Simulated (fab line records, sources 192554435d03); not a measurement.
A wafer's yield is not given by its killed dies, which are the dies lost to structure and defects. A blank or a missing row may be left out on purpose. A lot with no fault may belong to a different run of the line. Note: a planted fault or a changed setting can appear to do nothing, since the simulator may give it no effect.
fab line records	flow n5Finfet
record: lots: 7	wafers: 39
route steps=1938 shown WELL_APT@55 PMOS_HMC_CHANNEL_EPI@78 DUMMY_GATE@246 SD_EPI_N@288 SD_EPI_P@295 SD_ACTIVATION@330 GATE_CUT@469
startH: hours from the record's first day to the start of the lot's first wafer shown	waitH: hours elapsed since this lot's preceding step	" the same as in the row above	L1.1+2: one row covering several wafers at once	- no value, or no start given	* or withheld: withheld	< > ~ a bound
route shown NAME@n: a module of which the file shows steps, and the number in the route of the first	usual: mean/standard deviation taken from wafers without a fault	same: alike in all rows	chamber/n: place in a boat	sites: the reading at each site	_std_site: standard deviation across them	_edge_site: the outer-site mean with the inner-site mean subtracted	radiusMm: how far each site lies from the wafer's centre	mask NAME#n: copy n	behind: the most recent tool/chamber to have shaped the wafer	hold: what put the lot on hold/how long, in hours/how the hold closed	device: the transistor (n, p or np) that didn't switch	end of line: the route-end tests of the same wafers	for a step that has no rows: nothing shown but its recipe	killed: dies lost to structure and defects at the first sort, not the wafer's yield	map: a wafer's dies, x killed, . not, _ none there
set.NAME: setting as actually run; set.NAME@STEP: the setting as run at that earlier step	model.NAME: the simulator's own value behind a step, which no gauge read
lots where settings were altered on purpose, with a table for each step and a row for each wafer
== steps ==
step: N5_WELL_APT_EPI_41
recipe: material: Si	targetThkA: 500	tempC: 650	precursor: SiH4/H2	pressureTorr: 20	timeS: 297.7
lot.wafer	tool	chamber	startH	waitH	set.timeS	model.Si_of_WELL_APT_EPI_41.thkNm
L075.1	epiRpcvd-01	0	22.45	0.0	284.1	46.71
L075.2	"	0	"	"	297.7	48.43
L075.3	"	0	"	"	297.7	48.81
L075.4	"	0	"	"	284.1	46.75
L075.5	"	0	"	"	297.7	49.31
L075.6	"	0	"	"	284.1	46.78
L084.1	epiRpcvd-01	0	77.19	0.0	297.7	50.43
L084.2	"	0	"	"	320.7	54.72
L084.3	"	0	"	"	320.7	54.86
L084.4	"	0	"	"	297.7	51.07
L084.5	"	0	"	"	297.7	50.96
L084.6	"	0	"	"	320.7	54.2
L085.1	epiRpcvd-02	0	82.55	0.0	278.6	46.99
L085.2	"	0	"	"	278.6	47.14
L085.3	"	0	"	"	297.7	50.09
L085.4	"	0	"	"	297.7	50.32
L085.5	"	0	"	"	297.7	50.37
L085.6	"	0	"	"	278.6	47.43
L091.1	epiRpcvd-01	0	118.17	0.0	297.7	49.19
L091.2	"	0	"	"	297.7	48.65
L091.3	"	0	"	"	286.5	47.19
L091.4	"	0	"	"	297.7	49.33
L091.5	"	0	"	"	286.5	47.56
L091.6	"	0	"	"	286.5	47.6
L092.1	epiRpcvd-01	0	123.89	0.0	297.7	49.55
L092.2	"	0	"	"	297.7	49.17
L092.3	"	0	"	"	310.3	51.2
L092.4	"	0	"	"	310.3	51.49
L092.5	"	0	"	"	310.3	51.37
L092.6	"	0	"	"	297.7	49.31
L095.1	epiRpcvd-02	0	142.03	0.0	297.7	49.18
L095.2	"	0	"	"	297.7	49.03
L095.4	"	0	"	"	297.7	49.26
L097.1	epiRpcvd-02	0	154.16	0.0	297.7	50.12
L097.2	"	0	"	"	297.7	49.46
L097.3	"	0	"	"	297.7	50.01
L097.4	"	0	"	"	321	53.19
L097.5	"	0	"	"	321	53.82
L097.6	"	0	"	"	321	54.05
step: N5_PMOS_HMC_CHANNEL_EPI_EPI_20
recipe: material: SiGe30	maskMaterial: SiO2	pressureTorr: 20	targetThkA: 590	tempC: 600
lot.wafer	tool	chamber	startH	waitH	set.pressureTorr	model.SiGe30_of_PMOS_HMC_CHANNEL_EPI_EPI_20.thkNm
L075.1	epiRpcvd-02	0	24.67	0.0	21.04	60.37
L075.2	"	0	"	"	21.04	60.03
L075.3	"	0	"	"	21.04	60.02
L075.4	"	0	"	"	21.04	60.72
L075.5	"	0	"	"	21.04	59.75
L075.6	"	0	"	"	21.04	59.77
L084.1	epiRpcvd-04	0	79.95	0.0	20	59.85
L084.2	"	0	"	"	20	59.07
L084.3	"	0	"	"	20	60.3
L084.4	"	0	"	"	20	59.67
L084.5	"	0	"	"	20	60.16
L084.6	"	0	"	"	20	59.57
L085.1	epiRpcvd-04	0	84.57	0.0	20	59.34
L085.2	"	0	"	"	20	59.79
L085.3	"	0	"	"	20	60.4
L085.4	"	0	"	"	20	60.04
L085.5	"	0	"	"	20	58.97
L085.6	"	0	"	"	20	59.22
L091.1	epiRpcvd-02	0	120.43	0.0	20	59.37
L091.2	"	0	"	"	20	59.89
L091.3	"	0	"	"	20	59.43
L091.4	"	0	"	"	20	58.81
L091.5	"	0	"	"	20	59.6
L091.6	"	0	"	"	20	59.63
L092.1	epiRpcvd-02	0	125.76	0.0	18.4	55.88
L092.2	"	0	"	"	18.4	57.17
L092.3	"	0	"	"	18.4	56.18
L092.4	"	0	"	"	18.4	56.46
L092.5	"	0	"	"	18.4	56.89
L092.6	"	0	"	"	18.4	57.26
L095.1	epiRpcvd-04	0	143.93	0.0	20	58.99
L095.2	"	0	"	"	20	59.11
L095.4	"	0	"	"	20	59.43
L097.1+2	epiRpcvd-01	0	156.05	0.0	17.83	55.51
L097.3	"	0	"	"	17.83	55.67
L097.4	"	0	"	"	17.83	56.69
L097.5	"	0	"	"	17.83	55.75
L097.6	"	0	"	"	17.83	55.88
step: N5_DUMMY_GATE_ETCH_32
recipe: chemistry: CF4	target: SiO2	targetDepthA: 35	timeS: 3.9	ionEnergyEv: 350	pressureMtorr: 10	icpW: 800	biasW: 400	cf4FlowSccm: 80
lot.wafer	tool	chamber	startH	waitH	set.timeS	model.etch.depthNm
L075.1	rieSi-06	3	53.45	0.1	4.523	4.05
L075.2	"	2	"	"	3.9	3.651
L075.3	"	1	"	"	3.9	3.488
L075.4	"	0	"	"	4.523	4.029
L075.5	"	2	"	"	4.523	4.254
L075.6	"	1	"	"	3.9	3.466
L084.1	rieSi-06	1	108.41	0.1	3.9	3.492
L084.2	"	2	"	"	3.9	3.681
L084.3	"	3	"	"	3.9	3.454
L084.4	"	0	"	"	3.287	2.941
L084.5	"	2	"	"	3.287	3.098
L084.6	"	3	"	"	3.287	2.931
L085.1	rieSi-03	1	112.85	0.1	3.9	3.387
L085.2	"	2	"	"	4.227	3.756
L085.3	"	0	"	"	4.227	3.912
L085.4	"	3	"	"	3.9	3.456
L085.5	"	0	"	"	4.227	3.9
L085.6	"	1	"	"	3.9	3.391
L091.1	rieSi-06	2	153.00	0.1	3.9	3.646
L091.2	"	1	"	"	3.9	3.518
L091.3	"	3	"	"	3.9	3.467
L091.4	"	0	"	"	3.9	3.468
L091.5	"	0	"	"	3.9	3.466
L091.6	"	3	"	"	3.9	3.462
L092.1	rieSi-03	1	155.64	0.1	3.121	2.716
L092.2	"	0	"	"	3.9	3.616
L092.3	"	2	"	"	3.9	3.467
L092.4	"	3	"	"	3.9	3.491
L092.5	"	3	"	"	3.121	2.786
L092.6	"	0	"	"	3.121	2.925
L095.1	rieSi-01	3	173.89	0.1	3.9	3.545
L095.2	"	0	"	"	3.9	3.466
L095.4	"	2	"	"	3.9	3.53
L097.1	rieSi-03	1	184.91	0.1	3.9	3.366
L097.2	"	0	"	"	2.984	2.772
L097.3+4	"	3,2	"	"	3.9	3.464
L097.5	"	2	"	"	2.984	2.66
L097.6	"	3	"	"	2.984	2.661
step: N5_SD_EPI_N_EPI_21
recipe: material: Si:P	dopant: P	tempC: 680	pressureTorr: 255	timeS: 690
lot.wafer	tool	chamber	startH	waitH	set.tempC	model.Si-P_of_SD_EPI_N_EPI_21.thkNm
L075.1	epiRpcvd-04	0	57.47	0.2	680	58.2
L075.2	"	0	"	"	680	58.4
L075.3	"	0	"	"	680	58.8
L075.4+6	"	0	"	"	680	58.6
L075.5	"	0	"	"	680	58
L084.1+3	epiRpcvd-04	0	111.66	0.1	680	59
L084.2	"	0	"	"	676.9	57
L084.4+6	"	0	"	"	676.9	56.6
L084.5	"	0	"	"	680	59.8
L085.1+4	epiRpcvd-03	0	116.06	0.1	680	60
L085.2	"	0	"	"	680	59.8
L085.3	"	0	"	"	684.3	64.2
L085.5	"	0	"	"	684.3	64
L085.6	"	0	"	"	684.3	64.4
L091.1+3	epiRpcvd-04	0	156.25	0.1	680	59.4
L091.2	"	0	"	"	680	59
L091.4	"	0	"	"	680	60.4
L091.5	"	0	"	"	680	59.8
L091.6	"	0	"	"	680	58.6
L092.1+5	epiRpcvd-03	0	159.16	0.1	680	59.6
L092.2	"	0	"	"	680	59.8
L092.3	"	0	"	"	680	59.4
L092.4	"	0	"	"	680	59.2
L092.6	"	0	"	"	680	58.6
L095.1+2+4	epiRpcvd-04	0	177.51	0.1	680	59.6
L097.1	epiRpcvd-03	0	188.17	0.1	680	58.6
L097.2	"	0	"	"	680	58.4
L097.3	"	0	"	"	676.8	55.4
L097.4	"	0	"	"	676.8	55.2
L097.5	"	0	"	"	676.8	55.8
L097.6	"	0	"	"	680	58.2
step: N5_SD_EPI_N_PRECLEAN_24
recipe: chemistry: O3/DIW	timeS: 60	tempC: 22	o3Ppm: 10
lot.wafer	tool	chamber	startH	waitH	set.tempC@SD_EPI_N_EPI_21	model.Si-P_of_SD_EPI_N_EPI_21.thkNm
L075.1	wetBench-01	1	59.80	0.0	680	57.8
L075.2	"	5	"	"	680	58
L075.3	"	0	"	"	680	58.4
L075.4+6	"	7,4	"	"	680	58.2
L075.5	"	6	"	"	680	57.6
L084.1+3	wetBench-02	0,7	113.43	0.0	680	58.6
L084.2	"	4	"	"	676.9	56.6
L084.4+6	"	6,1	"	"	676.9	56.2
L084.5	"	5	"	"	680	59.4
L085.1+4	wetBench-03	2,1	117.81	0.0	680	59.6
L085.2	"	3	"	"	680	59.4
L085.3+6	"	4,6	"	"	684.3	63.8
L085.5	"	5	"	"	684.3	63.6
L091.1+3	wetBench-03	4,0	158.01	0.0	680	59
L091.2	"	3	"	"	680	58.6
L091.4	"	6	"	"	680	60
L091.5	"	7	"	"	680	59.4
L091.6	"	5	"	"	680	58.2
L092.1+5	wetBench-01	6,7	160.91	0.0	680	59.2
L092.2	"	5	"	"	680	59.4
L092.3	"	4	"	"	680	59
L092.4	"	0	"	"	680	58.8
L092.6	"	1	"	"	680	58.2
L095.1+2+4	wetBench-02	1,2,0	179.26	0.0	680	59.2
L097.1	wetBench-01	1	189.92	0.0	680	58.2
L097.2	"	0	"	"	680	58
L097.3	"	6	"	"	676.8	55.2
L097.4	"	7	"	"	676.8	54.8
L097.5	"	2	"	"	676.8	55.4
L097.6	"	3	"	"	680	57.8
step: N5_SD_EPI_N_LINER_46
recipe: material: SiNx	targetThkA: 30	tempC: 400	aldPrecursorFamily: SiH2I2	aldCoReactant: N2/H2-plasma	pressureTorr: 2
lot.wafer	tool	chamber	startH	waitH	set.targetThkA	model.SiNx_of_SD_EPI_N_LINER_46.thkNm
L075.1+2+4	aldSin-01	1,2,3	60.08	0.2	34.7	3.4
L075.3+5+6	"	0,0,3	"	"	30	3
L084.1+2+3+4+5+6	aldSin-02	1,3,0,2,3,0	113.99	0.5	30	3
L085.1+2+3	aldSin-04	0,1,3	118.17	0.3	30	3
L085.4+5+6	"	2,1,0	"	"	28.05	2.8
L091.1	aldSin-01	1	158.29	0.2	33	3.2
L091.2+3+5	"	0,3,1	"	"	30	3
L091.4+6	"	2,0	"	"	33	3.4
L092.1+3+4	aldSin-04	0,3,1	161.31	0.3	30	3
L092.2+5+6	"	2,3,2	"	"	32.49	3.2
L095.1+2+4	aldSin-04	0,2,3	179.76	0.4	30	3
L097.1+3+6	aldSin-01	0,1,1	190.67	0.7	30	3
L097.2+4+5	"	2,3,0	"	"	26.67	2.6
step: N5_SD_EPI_P_COAT_34
recipe: resist: SOC	tempC: 250	timeS: 60	spinRpm: 1500	resistThkNm: 350
step: N5_SD_EPI_P_EPI_21
recipe: material: SiGe:B	dopant: B	tempC: 550	pressureTorr: 20	ambient: H2	timeS: 355
step: N5_SD_EPI_P_HM_STRIP_48
recipe: chemistry: H3PO4	tempC: 160	material: SiNx	target: SiNx	targetDepthA: 30	overetchFraction: 0.3
lot.wafer	tool	chamber	startH	waitH	set.tempC@SD_EPI_N_EPI_21	model.Si-P_of_SD_EPI_N_EPI_21.thkNm
L075.1+5	wetBench-04	4,0	65.24	0.0	680	57.4
L075.2+4	"	5,3	"	"	680	57.8
L075.3	"	1	"	"	680	58.2
L075.6	"	2	"	"	680	58
L084.1+3	wetBench-06	4,3	119.04	0.0	680	58.4
L084.2	"	0	"	"	676.9	56.4
L084.4+6	"	2,7	"	"	676.9	56
L084.5	"	1	"	"	680	59
L085.1	wetBench-06	3	122.49	0.0	680	59.4
L085.2+4	"	2,6	"	"	680	59.2
L085.3	"	0	"	"	684.3	63.4
L085.5	"	7	"	"	684.3	63.2
L085.6	"	1	"	"	684.3	63.6
L091.1+3	wetBench-05	1,6	162.91	0.0	680	58.6
L091.2	"	2	"	"	680	58.2
L091.4	"	5	"	"	680	59.8
L091.5	"	3	"	"	680	59.2
L091.6	"	4	"	"	680	58
L092.1+5	wetBench-05	2,5	165.77	0.0	680	59
L092.2	"	6	"	"	680	59.2
L092.3	"	7	"	"	680	58.8
L092.4	"	1	"	"	680	58.6
L092.6	"	0	"	"	680	58
L095.1+2	wetBench-04	0,6	184.07	0.0	680	58.8
L095.4	"	5	"	"	680	59
L097.1+2	wetBench-05	5,7	195.02	0.0	680	57.8
L097.3	"	4	"	"	676.8	54.8
L097.4	"	6	"	"	676.8	54.6
L097.5	"	0	"	"	676.8	55.2
L097.6	"	3	"	"	680	57.6
step: N5_SD_EPI_P_SRD_49
recipe: dry: ipaMarangoni	timeS: 30	tempC: 23	rinseLiquid: diw
step: N5_SD_EPI_P_PRECLEAN_24
recipe: chemistry: O3/DIW	timeS: 45	tempC: 22	o3Ppm: 10
step: N5_SD_ACTIVATION_RTA_00
recipe: tempC: 975	timeS: 0	ambient: N2	idleTempC: 600	rampUpCPerS: 150	rampDownCPerS: 60	coolToC: 600
step: N5_SD_ACTIVATION_LSA_01
recipe: tempC: 1080	timeS: 0.0008	ambient: N2
step: N5_SD_ACTIVATION_RS_MEAS_03
recipe: thkMeasGauge: four-point-probe
usual: RS_SD_N: 21.88/0.26	RS_SD_P: 55.9/0.83
lot.wafer	tool	chamber	startH	waitH	set.tempC@SD_EPI_N_EPI_21	RS_SD_N[ohm/sq]	RS_SD_P[ohm/sq]
L075.1	filmMetro-02	-	65.92	0.2	680	22.10	56.8
L075.2	"	-	"	"	680	22.11	56.7
L075.3	"	-	"	"	680	21.89	56.6
L075.4	"	-	"	"	680	22.01	56.4
L075.5	"	-	"	"	680	22.09	57.0
L075.6	"	-	"	"	680	22.12	56.7
L084.1	filmMetro-01	-	119.82	0.2	680	21.99	56.0
L084.2	"	-	"	"	676.9	22.82	56.8
L084.3	"	-	"	"	680	21.95	56.1
L084.4	"	-	"	"	676.9	23.28	56.0
L084.5	"	-	"	"	680	22.06	54.9
L084.6	"	-	"	"	676.9	23.20	56.6
L085.1	filmMetro-01	-	123.15	0.2	680	21.45	55.2
L085.2	"	-	"	"	680	21.67	54.9
L085.3	"	-	"	"	684.3	20.14	54.6
L085.4	"	-	"	"	680	21.73	54.9
L085.5	"	-	"	"	684.3	20.32	55.9
L085.6	"	-	"	"	684.3	20.19	54.5
L091.1	filmMetro-02	-	163.48	0.2	680	21.79	56.7
L091.2	"	-	"	"	680	21.84	56.3
L091.3	"	-	"	"	680	21.87	55.6
L091.4	"	-	"	"	680	21.42	56.1
L091.5	"	-	"	"	680	21.65	55.9
L091.6	"	-	"	"	680	22.10	56.8
L092.1	filmMetro-02	-	166.33	0.2	680	21.59	55.4
L092.2	"	-	"	"	680	21.62	55.8
L092.3	"	-	"	"	680	21.77	55.9
L092.4	"	-	"	"	680	21.80	57.1
L092.5	"	-	"	"	680	21.61	55.9
L092.6	"	-	"	"	680	21.78	56.4
L095.1	filmMetro-02	-	184.66	0.2	680	21.32	55.9
L095.2	"	-	"	"	680	21.82	55.3
L095.4	"	-	"	"	680	21.62	55.5
L097.1	filmMetro-02	-	195.60	0.2	680	21.94	57.4
L097.2	"	-	"	"	680	22.12	55.9
L097.3	"	-	"	"	676.8	23.50	55.5
L097.4	"	-	"	"	676.8	23.50	56.2
L097.5	"	-	"	"	676.8	23.18	55.9
L097.6	"	-	"	"	680	22.23	56.6
step: N5_GATE_CUT_ETCH_58
recipe: chemistry: CH3F/O2	target: SiNx	targetDepthA: 170	timeS: 128.6	ionEnergyEv: 50	pressureMtorr: 30	sourceW: 415	biasW: 21	Ar_flow_sccm: 150	CH3F_flow_sccm: 30	O2_flow_sccm: 20
lot.wafer	tool	chamber	startH	waitH	set.targetDepthA	model.etch.depthNm
L075.1	rieDiel-02	2	90.05	0.0	170	16.7
L075.2	"	1	"	"	170	16.6
L075.3	"	3	"	"	150.8	14.67
L075.4	"	0	"	"	150.8	15.22
L075.5	"	2	"	"	170	16.58
L075.6	"	1	"	"	150.8	14.82
L084.1	rieDiel-05	3	142.17	0.0	170	16.61
L084.2	"	0	"	"	170	16.96
L084.3	"	2	"	"	170	16.88
L084.4	"	1	"	"	170	16.98
L084.5	"	0	"	"	170	17.04
L084.6	"	3	"	"	170	16.68
L085.1	rieDiel-02	3	144.78	0.0	153.6	15.06
L085.2	"	2	"	"	153.6	15.02
L085.3	"	1	"	"	170	16.55
L085.4	"	0	"	"	170	17.18
L085.5	"	3	"	"	170	16.57
L085.6	"	0	"	"	153.6	15.6
L091.1	rieDiel-05	0	185.98	0.0	170	17.19
L091.2	"	3	"	"	170	16.64
L091.3	"	1	"	"	186.5	18.69
L091.4	"	2	"	"	186.5	18.91
L091.5	"	3	"	"	170	16.7
L091.6	"	0	"	"	186.5	18.71
L092.1	rieDiel-05	0	187.98	0.0	170	17.02
L092.2+6	"	1,2	"	"	170	16.96
L092.3	"	2	"	"	170	17.05
L092.4	"	3	"	"	170	16.52
L092.5	"	3	"	"	170	16.7
L095.1	rieDiel-02	3	205.98	0.1	170	16.56
L095.2	"	2	"	"	170	16.38
L095.4	"	1	"	"	170	16.69
L097.1	rieDiel-05	0	217.16	0.0	156.7	15.76
L097.2	"	1	"	"	156.7	15.47
L097.3	"	3	"	"	170	16.47
L097.4	"	2	"	"	170	16.76
L097.5	"	2	"	"	156.7	15.48
L097.6	"	1	"	"	170	16.66
== key ==
split: step: N5_WELL_APT_EPI_41	setting: timeS	stated: 297.7	by: wafer
response: step: N5_WELL_APT_EPI_41	reading: model.Si_of_WELL_APT_EPI_41.thkNm	change: +0.478	per: 1%	r: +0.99
split: step: N5_PMOS_HMC_CHANNEL_EPI_EPI_20	setting: pressureTorr	stated: 20	by: lot
response: step: N5_PMOS_HMC_CHANNEL_EPI_EPI_20	reading: model.SiGe30_of_PMOS_HMC_CHANNEL_EPI_EPI_20.thkNm	change: +0.299	per: 1%	r: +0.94
split: step: N5_DUMMY_GATE_ETCH_32	setting: timeS	stated: 3.9	by: wafer
response: step: N5_DUMMY_GATE_ETCH_32	reading: model.etch.depthNm	change: +0.0349	per: 1%	r: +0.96
split: step: N5_SD_EPI_N_EPI_21	setting: tempC	stated: 680	by: wafer
response: step: N5_SD_EPI_N_EPI_21	reading: model.Si-P_of_SD_EPI_N_EPI_21.thkNm	change: +6.31	per: 1%	r: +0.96
response: step: N5_SD_EPI_N_PRECLEAN_24	reading: model.Si-P_of_SD_EPI_N_EPI_21.thkNm	change: +6.22	per: 1%	r: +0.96
response: step: N5_SD_EPI_P_HM_STRIP_48	reading: model.Si-P_of_SD_EPI_N_EPI_21.thkNm	change: +6.14	per: 1%	r: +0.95
response: step: N5_SD_ACTIVATION_RS_MEAS_03	reading: RS_SD_N	change: -2.41	per: 1%	r: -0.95
split: step: N5_SD_EPI_N_LINER_46	setting: targetThkA	stated: 30	by: wafer
response: step: N5_SD_EPI_N_LINER_46	reading: model.SiNx_of_SD_EPI_N_LINER_46.thkNm	change: +0.0293	per: 1%	r: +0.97
split: step: N5_GATE_CUT_ETCH_58	setting: targetDepthA	stated: 170	by: wafer
response: step: N5_GATE_CUT_ETCH_58	reading: model.etch.depthNm	change: +0.163	per: 1%	r: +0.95
